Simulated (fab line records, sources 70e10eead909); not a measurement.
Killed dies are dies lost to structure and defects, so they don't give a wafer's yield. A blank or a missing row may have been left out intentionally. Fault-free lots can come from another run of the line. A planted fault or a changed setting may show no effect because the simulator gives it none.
Matching of chambers    flow nandHarc    rieDiel-08 running NHARC_A_STAIRCASE_ETCH_313: 4 sister chambers
The step etches the open film in CF4/CHF3. 4 wafers are shown with their chamber, then 12 later ones without.

## WAFERS WITH THEIR CHAMBER
wafer   chamber  drypumpMotorCurrentA (A)
L088.4  1        6.4
L090.1  3        6.3
L090.2  0        5.7
L090.3  2        6.3

## WAFERS WHOSE CHAMBER IS MISSING
wafer   drypumpMotorCurrentA (A)
L093.2  5.7
L093.4  6.2
L093.6  6.5
L096.1  6.3
L096.3  5.7
L096.5  5.6
L095.2  6.4
L095.4  6.3
L095.6  6.3
L097.1  6.3
L097.2  6.4
L097.3  6.3

## EACH ONE'S CHAMBER
wafer    from the rows above       in truth
L093.2   0                         0
L093.4   can't be placed: 2 or 3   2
L093.6   1                         1
L096.1   can't be placed: 2 or 3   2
L096.3   0                         0
L096.5   0                         0
L095.2   1                         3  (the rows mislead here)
L095.4   can't be placed: 2 or 3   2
L095.6   can't be placed: 2 or 3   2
L097.1   can't be placed: 2 or 3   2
L097.2   1                         1
L097.3   can't be placed: 2 or 3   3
Correctly placed: 5 of 12. Not placeable from these rows: 6 (in 6, the candidates include the true chamber). 1 placed wrongly.
How it was worked out, from the rows above alone: a wafer's distance from a chamber is the root of the sum, over the readings, of the square of ((its reading less the chamber's mean) divided by the reading's scatter). The wafer belongs to the nearest chamber; if the next one is less than 2 further off, it can't be placed. For every chamber, the mean is computed from those of its wafers that are shown. The scatter (one wafer shown for each chamber): square how far every hidden wafer sits from the nearest shown wafer, average those squares and take the square root.
